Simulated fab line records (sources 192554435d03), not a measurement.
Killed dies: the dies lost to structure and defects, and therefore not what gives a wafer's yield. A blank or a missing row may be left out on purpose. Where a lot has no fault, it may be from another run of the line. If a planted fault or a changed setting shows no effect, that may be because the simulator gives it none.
Split-lot trial	flow n5Finfet	on a route of 1938 steps: 7 lots, 39 wafers read

== SPLIT DETAILS ==
At N5_FIN_SAQP_HM_DEP_72 (deposits SiO2 from SiH4/N2O, target thk 12 nm, time 7.2 s), the setting timeS was moved away from the recipe's 7.2 s on 18 of the 39 wafers read, by -53.1% to +46.4%. All remaining wafers had this setting at the recipe value.

== FROM THE SPLIT TO THE READING: what the file shows between them, 4 steps ==
- N5_FIN_SAQP_COAT_49: time 60 s, resist thk 100 nm
- N5_FIN_SAQP_COAT_50: time 60 s, resist thk 35 nm
- N5_FIN_SAQP_ETCH_52: etches SOC in N2/H2, target depth 100 nm, overetch 20 nm, time 150 s
- N5_FIN_SAQP_STRIP_53: strips in N2/H2

== THE READING ==
etch.depthNm (the simulator's own value, which no gauge read), in nm, at N5_FIN_SAQP_HM_OPEN_73 (chemistry CHF3/O2, target SiO2, stops on a-Si, target depth 12 nm, time 16.8 s). The file does not state a usual value for it. Here, 21 wafers ran the recipe; their average is 11.921 nm with a standard deviation of 0.15 nm.

wafer	tool, chamber at the split	timeS as run, s	against the recipe	etch.depthNm, nm	against lot-mates on the recipe
L076.1	pecvd-01, 1	7.2	recipe	11.98	-
L076.4	pecvd-01, 2	7.2	recipe	12.12	-
L076.5	pecvd-01, 0	7.2	recipe	11.82	-
L080.1	pecvd-02, 2	7.2	recipe	11.83	-
L080.2	pecvd-02, 0	3.375	-53.1%	5.552	-6.335
L080.3	pecvd-02, 1	7.2	recipe	11.8	-
L080.4	pecvd-02, 0	3.375	-53.1%	5.522	-6.365
L080.5	pecvd-02, 1	7.2	recipe	12.03	-
L080.6	pecvd-02, 2	3.375	-53.1%	5.437	-6.450
L085.1	pecvd-01, 2	10.54	+46.4%	17.46	+5.603
L085.2	pecvd-01, 0	7.2	recipe	11.68	-
L085.3	pecvd-01, 1	7.2	recipe	12.02	-
L085.4	pecvd-01, 0	7.2	recipe	11.87	-
L085.5	pecvd-01, 1	10.54	+46.4%	17.83	+5.973
L085.6	pecvd-01, 2	10.54	+46.4%	17.68	+5.823
L089.1	pecvd-01, 0	7.2	recipe	11.68	-
L089.2	pecvd-01, 2	5.371	-25.4%	8.889	-2.928
L089.3	pecvd-01, 1	5.371	-25.4%	8.998	-2.819
L089.4	pecvd-01, 2	7.2	recipe	11.91	-
L089.5	pecvd-01, 0	7.2	recipe	11.86	-
L089.6	pecvd-01, 1	5.371	-25.4%	9.18	-2.637
L093.1	pecvd-01, 1	5.667	-21.3%	9.505	-2.392
L093.2	pecvd-01, 2	5.667	-21.3%	9.314	-2.583
L093.3	pecvd-01, 0	7.2	recipe	11.73	-
L093.4	pecvd-01, 2	5.667	-21.3%	9.305	-2.592
L093.5	pecvd-01, 0	7.2	recipe	11.82	-
L093.6	pecvd-01, 1	7.2	recipe	12.14	-
L094.1	pecvd-01, 2	7.2	recipe	11.86	-
L094.2	pecvd-01, 0	7.2	recipe	11.82	-
L094.3	pecvd-01, 1	10.12	+40.6%	16.72	+4.807
L094.4	pecvd-01, 2	10.12	+40.6%	16.88	+4.967
L094.5	pecvd-01, 0	7.2	recipe	12.06	-
L094.6	pecvd-01, 1	10.12	+40.6%	17.12	+5.207
L096.1	pecvd-02, 1	10.52	+46.1%	17.54	+5.437
L096.2	pecvd-02, 0	7.2	recipe	12.05	-
L096.3	pecvd-02, 2	10.52	+46.1%	17.33	+5.227
L096.4	pecvd-02, 2	7.2	recipe	12.09	-
L096.5	pecvd-02, 0	7.2	recipe	12.17	-
L096.6	pecvd-02, 1	10.52	+46.1%	17.85	+5.747

THE FIT
A straight line over all 39 wafers: etch.depthNm changes by +0.122 nm for each +1% of timeS; r = +1.00; the points scatter about the line by 0.16 nm.
The same after taking each lot's own level away (the mean of its wafers on the recipe; 39 wafers): +0.12 nm for each +1%; r = +1.00; scatter 0.16 nm.
That fit puts the effect of the largest move of timeS on the reading at 6.4 nm.
The span of the lots' own levels, 11.8167 to 12.1033 nm, comes to 1.9 times the standard deviation stated above.
So the lot-to-lot level changes the slope little: the two slopes agree.
Check: with one of the wafers moved furthest among these (-53.1%) left out of the fit, the line predicts -6.36 nm for it against its lot-mates. Against them it came out at -6.33 nm.

== THE WHOLE CHAIN: every reading that the file lists as answering this split, in the file's order ==
step	what it does	reading	change (the file's fit)	r (the file's)
N5_FIN_SAQP_HM_DEP_72	deposits SiO2 from SiH4/N2O, target thk 12 nm, time 7.2 s	SiO2_of_FIN_SAQP_HM_DEP_72.thkNm (the simulator's own value, which no gauge read)	+0.121 nm for each +1% of the setting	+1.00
N5_FIN_SAQP_HM_OPEN_73	chemistry CHF3/O2, target SiO2, stops on a-Si, target depth 12 nm, time 16.8 s	etch.depthNm (the simulator's own value, which no gauge read)	+0.121 nm for each +1% of the setting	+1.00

== FILE'S OWN FIT ==
etch.depthNm changes by +0.121 nm for each +1% of timeS, r = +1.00.
